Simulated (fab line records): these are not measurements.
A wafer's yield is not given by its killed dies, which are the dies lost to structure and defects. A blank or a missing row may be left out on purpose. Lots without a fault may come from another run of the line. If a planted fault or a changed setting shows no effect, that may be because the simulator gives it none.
A struck lot beside a sound one    flow nand_harc    14 steps out of a route of 1302
Sound: the wafers L922.2, L922.4, L922.5. The struck wafers were L925.2, L925.3, L925.6. The cause is named last.
Each step with rows lists, per side, the tool, then ch with its chambers, then its first start. Under that, the readings that differ: sound wafers    struck wafers    difference of the means    sigmas: that difference in standard deviations of wafers without a fault.
alike: readings whose means differ by less than 2 such deviations, and words and numbers that are the same on both sides. not compared: withheld readings, readings that some wafer has no value for, bounds like >300 that may hide the same value, and numbers for which the record gives no deviation and whose values overlap.
A row with sigmas, a row that says differs or no value, or rows on one side alone: a step with any of these is where the two part. Numbers that have no deviation but don't overlap get no sigmas and don't part them. A reading that every wafer of one side lacks parts them only if that side has two wafers or more.

first, 5 steps without rows for these wafers: NHARC_A_STAIRCASE_EBR_180; NHARC_A_STAIRCASE_EXPOSE_181 (exposes mask STAIR 2); NHARC_A_STAIRCASE_PEB_182 (peb time 130 s); NHARC_A_STAIRCASE_DEVELOP_183 (time 140 s); NHARC_A_STAIRCASE_HARDBAKE_185 (time 140 s).
NHARC_A_STAIRCASE_DESCUM_186: chemistry O2, time 3 s.
  sound on rie_diel-12 ch 0,2,3, day 20 13:04; struck on rie_diel-04 ch 0,1,3, day 21 06:55
  alike: drypump_motor_current_A, oes_product_au, rf_vpp_V, showerhead_plenum_p_Torr, throttle_valve_pct
  not compared: rf_hours_counter_h
NHARC_A_STAIRCASE_TRIM_187: chemistry O2, time 211.2 s.
  sound on rie_diel-12 ch 0,1,3, day 20 13:08; struck on rie_diel-04 ch 0,2, day 21 06:59
  alike: drypump_motor_current_A, oes_product_au, rf_vpp_V, showerhead_plenum_p_Torr, throttle_valve_pct
  not compared: rf_hours_counter_h
NHARC_A_STAIRCASE_ETCH_188: etches the open film in C4F8/O2, target depth 100 nm, time 40.5 s.
  sound on rie_diel-12 ch 0,1,2; struck on rie_diel-04 ch 0,3
  alike: bias_w, oes_product_au, rf_fwd_power_W, rf_vpp_V
  not compared: rf_hours_counter_h
NHARC_A_STAIRCASE_TRIM_189: chemistry O2, time 211.2 s.
  sound on rie_diel-12 ch 1,2; struck on rie_diel-04 ch 0,2,3
  alike: drypump_motor_current_A, oes_product_au, rf_vpp_V, showerhead_plenum_p_Torr, throttle_valve_pct
  not compared: rf_hours_counter_h
then, 2 steps without rows for these wafers: NHARC_A_STAIRCASE_ETCH_190 (etches the open film in C4F8/O2, target depth 100 nm, time 40.5 s); NHARC_A_STAIRCASE_TRIM_191 (chemistry O2, time 211.2 s).
NHARC_A_STAIRCASE_ETCH_192: etches the open film in C4F8/O2, target depth 100 nm, time 40.5 s.
  sound on rie_diel-12 ch 0,1,2, day 20 13:45; struck on rie_diel-04 ch 0,1, day 21 07:35
reading                sound              struck             difference  sigmas
oes_product_au (a.u.)  0.933 0.946 0.947  0.878 0.874 0.877  -0.066      -5
rf_fwd_power_W (W)     590.3 588.9 594.5  494.3 492.3 492.7  -98.1       -35
  alike: bias_w, rf_vpp_V
  not compared: rf_hours_counter_h
NHARC_A_STAIRCASE_TRIM_193: chemistry O2, time 211.2 s.
  sound on rie_diel-12 ch 1,3; struck on rie_diel-04 ch 0,2,3
  alike: drypump_motor_current_A, oes_product_au, rf_vpp_V, showerhead_plenum_p_Torr, throttle_valve_pct
  not compared: rf_hours_counter_h
-- record jumps: 9 days between struck wafers' starts before vs after; left off in module A_STAIRCASE, resumes in module END, first step shown is number 1302 of the route --
NHARC_END_SORT_01:
  sound on prober-02 ch 0, day 29 13:52; struck on prober-01 ch 0, day 30 01:17
  alike: killed_at_array, killed_at_other, killed_at_periphery, killed_dies, killed_open, killed_short

## WHERE THEY PART
NHARC_A_STAIRCASE_ETCH_192 only, going by this record. Later steps at which nothing parts them and some readings are alike: NHARC_A_STAIRCASE_TRIM_193, NHARC_END_SORT_01.

WHY: whatever the simulator had introduced
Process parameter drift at NHARC_A_STAIRCASE_ETCH_192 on rie_diel-04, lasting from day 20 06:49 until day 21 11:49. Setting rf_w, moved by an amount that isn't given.
